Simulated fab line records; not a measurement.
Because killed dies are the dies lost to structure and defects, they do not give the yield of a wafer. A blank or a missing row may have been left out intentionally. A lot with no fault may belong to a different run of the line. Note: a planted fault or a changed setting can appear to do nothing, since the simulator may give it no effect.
Chamber matching    flow nand harc    cmp-04 running NHARC_P_CONTACT_CMP_24: 4 sister chambers
The step polishes, t overpolish 30 s, target thk 200 nm. 14 wafers are shown with their chamber, then 6 later ones without.

## WAFERS WITH THEIR CHAMBER
wafer   chamber  motor current A (A)  time to endpoint s (s)  overpolish run s (s)
L074.1  2        11.0                 38                      29.993
L074.2  3        13.3                 44                      30.009
L074.3  1        9.6                  43                      30.005
L076.1  1        9.8                  46                      30.002
L076.2  2        11.2                 36                      29.993
L076.3  0        11.2                 41                      29.994
L083.1  0        11.1                 43                      29.994
L085.2  0        11.1                 43                      30.014
L085.3  3        13.3                 46                      29.997
L086.1  1        10.0                 46                      29.992
L086.2  0        11.6                 42                      30.004
L086.3  2        11.2                 40                      29.996
L088.3  3        12.4                 41                      30.000
L091.1  0        11.0                 38                      29.998

SIGNATURES (means of the wafers above)
reading             chamber 0  chamber 1  chamber 2  chamber 3  scatter within a chamber
motor current A     11.200     9.800      11.133     13.000     0.294
time to endpoint s  41.40      45.00      38.00      43.67      2.09
overpolish run s    30.00080   29.99967   29.99400   30.00200   0.00679
Rule: a wafer's distance from a chamber is the root of the sum, over the readings, of the square of ((its reading less the chamber's mean) divided by the reading's scatter). The wafer belongs to the nearest chamber; if the next one is less than 2 further off, it can't be placed. The scatter is the square root of a quotient: the sum, over the shown wafers, of each reading's squared deviation from its chamber's mean, divided by wafers minus chambers.

## WAFERS WHOSE CHAMBER IS MISSING
wafer   motor current A (A)  time to endpoint s (s)  overpolish run s (s)
L091.3  9.7                  43                      30.007
L091.4  12.8                 44                      30.001
L094.2  12.0                 38                      29.993
L094.3  10.6                 37                      29.998
L094.4  9.7                  42                      30.007
L096.1  12.0                 38                      30.004

## WHICH CHAMBER EACH WENT THROUGH
wafer   from the rows above           in truth
L091.3  1                             1
L091.4  3                             3
L094.2  can't be placed: 2 or 0 or 3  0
L094.3  can't be placed: 2 or 0       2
L094.4  1                             1
L096.1  can't be placed: 0 or 2 or 3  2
Correct placement for 3 of the 6. These rows do not allow placing 3 (true chamber among the candidates in 3). Number placed wrongly: 0.
